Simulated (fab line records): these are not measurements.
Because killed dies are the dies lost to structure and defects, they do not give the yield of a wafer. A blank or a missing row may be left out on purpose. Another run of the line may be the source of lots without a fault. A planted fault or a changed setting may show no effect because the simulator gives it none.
Chamber matching + flow nand_harc + NHARC_P_BONDPAD_ETCH_37 on rie_diel-05 has 4 sister chambers
The step etches the open film in N2/H2, target depth 60 nm, overetch 18 nm, time 65.91 s. 8 wafers are shown with their chamber, then 10 later ones without.

## WAFERS WITH THEIR CHAMBER
| wafer  | chamber | drypump_motor_current_A (A) | oes_product_au (a.u.) |
|--------|---------|-----------------------------|-----------------------|
| L086.5 | 1       | 5.7                         | 0.985                 |
| L089.2 | 2       | 5.1                         | 0.994                 |
| L089.3 | 3       | 5.9                         | 0.991                 |
| L090.4 | 1       | 5.7                         | 0.990                 |
| L090.5 | 0       | 6.1                         | 0.981                 |
| L090.6 | 3       | 5.9                         | 0.992                 |
| L091.3 | 0       | 6.1                         | 0.980                 |
| L091.4 | 2       | 5.0                         | 0.985                 |

## WAFERS WHOSE CHAMBER IS MISSING
| wafer  | drypump_motor_current_A (A) | oes_product_au (a.u.) |
|--------|-----------------------------|-----------------------|
| L091.5 | 6.1                         | 0.987                 |
| L092.3 | 5.7                         | 0.984                 |
| L092.4 | 5.0                         | 0.979                 |
| L092.5 | 6.1                         | 0.983                 |
| L096.2 | 5.0                         | 0.987                 |
| L096.4 | 5.9                         | 0.984                 |
| L096.5 | 5.7                         | 0.995                 |
| L097.1 | 5.1                         | 0.984                 |
| L097.3 | 5.7                         | 0.991                 |
| L097.5 | 5.1                         | 0.983                 |

## WHICH CHAMBER EACH WENT THROUGH
| wafer  | from the rows above | in truth |
|--------|---------------------|----------|
| L091.5 | 0                   | 0        |
| L092.3 | 1                   | 1        |
| L092.4 | 2                   | 2        |
| L092.5 | 0                   | 0        |
| L096.2 | 2                   | 2        |
| L096.4 | 3                   | 3        |
| L096.5 | 1                   | 1        |
| L097.1 | 2                   | 2        |
| L097.3 | 1                   | 1        |
| L097.5 | 2                   | 2        |
Correct placement for 10 of the 10. Not placeable from these rows: 0. Number placed wrongly: 0.
How it was worked out, from the rows above alone: a wafer's distance from a chamber is the root of the sum, over the readings, of the square of ((its reading less the chamber's mean) divided by the reading's scatter). If the next closest chamber is less than 2 further off than the closest, the wafer can't be placed; otherwise it belongs to the closest. Each chamber's mean is taken over the wafers shown for it. The scatter is the square root of a quotient: the sum, over the shown wafers, of each reading's squared deviation from its chamber's mean, divided by wafers minus chambers.
